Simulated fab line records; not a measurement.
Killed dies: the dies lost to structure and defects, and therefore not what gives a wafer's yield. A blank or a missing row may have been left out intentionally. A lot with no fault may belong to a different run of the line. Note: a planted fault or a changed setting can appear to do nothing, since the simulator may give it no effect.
Chamber matching    flow n5_finfet    N5_BEOL_M0_DEP_125 on pecvd-04: 3 sister chambers
The step deposits SiCN from 3MS/NH3, target thk 8 nm, time 14 s. 3 wafers are shown with their chamber, then 12 later ones without.

== WAFERS PAIRED WITH THEIR CHAMBERS ==
wafer   chamber  throttle_valve_pct (%)
L087.1  2        9.3
L087.2  0        9.3
L087.3  1        8.6

== WAFERS MISSING THEIR CHAMBER ==
wafer   throttle_valve_pct (%)
L087.4  9.3
L087.5  8.6
L087.6  9.0
L091.4  9.2
L091.5  9.4
L091.6  9.4
L095.2  9.4
L095.4  9.3
L095.5  8.7
L096.1  9.2
L096.4  9.6
L096.5  8.6

== WHICH CHAMBER EACH WENT THROUGH ==
wafer   from the rows above           in truth
L087.4  can't be placed: 0 or 2       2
L087.5  1                             1
L087.6  can't be placed: 0 or 2 or 1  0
L091.4  can't be placed: 0 or 2       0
L091.5  can't be placed: 0 or 2       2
L091.6  can't be placed: 0 or 2       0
L095.2  can't be placed: 0 or 2       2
L095.4  can't be placed: 0 or 2       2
L095.5  1                             1
L096.1  can't be placed: 0 or 2       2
L096.4  can't be placed: 0 or 2       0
L096.5  1                             1
Correctly placed: 3 of 12. From these rows, 9 cannot be placed; in 9 the true chamber is one of the candidates. Placed wrongly: 0.
How it was worked out, from the rows above alone: a wafer's distance from a chamber is the root of the sum, over the readings, of the square of ((its reading less the chamber's mean) divided by the reading's scatter). If the next closest chamber is less than 2 further off than the closest, the wafer can't be placed; otherwise it belongs to the closest. For every chamber, the mean is computed from those of its wafers that are shown. The scatter: with one shown wafer a chamber, the root of the mean of the squares of how far each hidden wafer lies from its nearest shown one.
